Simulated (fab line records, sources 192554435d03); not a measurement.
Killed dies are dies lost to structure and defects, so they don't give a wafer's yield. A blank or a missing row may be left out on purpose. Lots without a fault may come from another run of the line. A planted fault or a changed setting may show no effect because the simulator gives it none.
A struck lot beside a sound one | flow n5_finfet | 13 steps out of a route of 1938
Sound: wafers L580.1, L580.4, L580.5. Struck: wafers L569.2, L569.3, L569.5. The cause comes at the end.
At each step with rows: each side's tool, then ch and its chambers, then its first start. Under that, the readings that differ: sound wafers | struck wafers | difference of the means | sigmas: that difference in standard deviations of wafers without a fault.
alike: readings whose means differ by less than 2 such deviations, and words and numbers that are the same on both sides. not compared: withheld readings, readings that some wafer has no value for, bounds like >300 that may hide the same value, and numbers for which the record gives no deviation and whose values overlap.
The two part at a step that has a row with sigmas, a row that says differs or no value, or rows on one side only. Numbers that don't overlap but have no deviation are shown without sigmas and don't part them. A reading that every wafer of one side lacks parts them only if that side has two wafers or more.

first, 9 steps without rows for these wafers: N5_BEOL_M0_SAQP_SOFTBAKE_09 (time 60 s); N5_BEOL_M0_SAQP_EXPOSE_11 (exposes mask M0 CORE, target cd 42 nm); N5_BEOL_M0_SAQP_PEB_12 (peb time 60 s); N5_BEOL_M0_SAQP_DEVELOP_13 (develop time 30 s); N5_BEOL_M0_SAQP_DESCUM_19 (chemistry O2, time 7.9 s); N5_BEOL_M0_SAQP_ETCH_83 (etches SiARC in CF4, target depth 39 nm, time 65 s); N5_BEOL_M0_SAQP_ETCH_84 (etches SOC in N2/H2, target depth 100 nm, overetch 20 nm, time 150 s); N5_BEOL_M0_SAQP_STRIP_80 (strips in N2/H2); N5_BEOL_M0_SAQP_HM_OPEN_112 (chemistry CHF3/O2, target SiO2, stops on a-Si, target depth 12 nm, time 13.5 s).
N5_BEOL_M0_SAQP_STRIP_113: strips in CHF3/O2.
  sound on rie_diel-01 ch 0,1,3, day 10 05:00; struck on rie_diel-02 ch 0,3, day 7 04:44
  reading                                         | sound | struck    | difference | sigmas
  model.SiARC_of_BEOL_M0_SAQP_COAT_82.thk_nm (nm) | 0 0 0 | 5 5.6 4.8 | +5         |
then, 1 step without rows for these wafers: N5_BEOL_M0_SAQP_MANDREL_ETCH_20 (etches a-Si in HBr/Cl2, stops on SiNx, target depth 60 nm, bt time 10 s, time 30 s).
-- the record jumps here: 4 days lie between the struck wafers' starts before and after (it left off in module BEOL_M0_SAQP and takes up again in module BEOL_M4, whose first step shown is number 1111 of the route) --
N5_BEOL_M4_RC_MEAS_101:
  sound on prober-01 ch 0, day 13 16:36; struck on prober-02 ch 0, day 10 19:51
  alike: DIBL_N, DIBL_P, IOFF_N, IOFF_P, ION_N, ION_P, SS_N, SS_P, VT_N, VT_P
-- the record jumps here: 5 days lie between the struck wafers' starts before and after (it left off in module BEOL_M4 and takes up again in module PASSIVATION, whose first step shown is number 1936 of the route) --
N5_PASSIVATION_PROBE_49:
  sound on prober-02, day 18 04:50; struck on prober-02, day 15 07:53
  reading             | sound    | struck   | difference | sigmas
  killed_at_front_end | 34 22 24 | 45 44 52 | +20        | +2
  alike: defect_limited_yield, killed_at_M0_to_M3, killed_at_M4_up, killed_at_contacts, killed_at_other, killed_dies, killed_on_rim, killed_open, killed_short, sort_bin_4_leakage, sort_bin_5_function, sort_bin_6_memory, sort_n_pass, sort_yield_pct

WHERE THEY PART
Only at N5_PASSIVATION_PROBE_49, within this record.

WHY: what the simulator had put in
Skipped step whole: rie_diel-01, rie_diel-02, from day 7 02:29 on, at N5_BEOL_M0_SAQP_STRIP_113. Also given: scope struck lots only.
